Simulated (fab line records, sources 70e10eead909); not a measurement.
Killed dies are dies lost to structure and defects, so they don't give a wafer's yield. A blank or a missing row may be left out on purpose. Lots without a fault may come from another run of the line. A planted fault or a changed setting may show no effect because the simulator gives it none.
Chamber matching | flow nand_harc | NHARC_P_M1_DEP_33 on pecvd-04: 3 sister chambers
The step deposits SiCN, target thk 30 nm. 3 wafers are shown with their chamber, then 8 later ones without.

WAFERS WITH THEIR CHAMBER
wafer  | chamber | heater_power_outer_w (W)
L698.6 | 2       | 362
L703.5 | 1       | 303
L706.1 | 0       | 263

WAFERS WITHOUT THEIR CHAMBER
wafer  | heater_power_outer_w (W)
L706.3 | 442
L706.6 | 333
L710.1 | 388
L710.2 | 350
L710.4 | 396
L714.1 | 222
L714.3 | 281
L714.6 | 282

WHICH CHAMBER EACH WENT THROUGH
wafer  | from the rows above          | in truth
L706.3 | can't be placed: 2 or 1      | 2
L706.6 | can't be placed: 2 or 1 or 0 | 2
L710.1 | can't be placed: 2 or 1      | 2
L710.2 | can't be placed: 2 or 1 or 0 | 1
L710.4 | can't be placed: 2 or 1      | 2
L714.1 | can't be placed: 0 or 1      | 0
L714.3 | can't be placed: 0 or 1 or 2 | 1
L714.6 | can't be placed: 0 or 1 or 2 | 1
Placed correctly: 0 of 8. Can't be placed from these rows: 8 (the true chamber is among the candidates in 8). Placed wrongly: 0.
How it was worked out, from the rows above alone: a wafer's distance from a chamber is the root of the sum, over the readings, of the square of ((its reading less the chamber's mean) divided by the reading's scatter). The wafer belongs to the nearest chamber; if the next one is less than 2 further off, it can't be placed. A chamber's mean is the mean of its shown wafers. The scatter: with one shown wafer a chamber, the root of the mean of the squares of how far each hidden wafer lies from its nearest shown one.
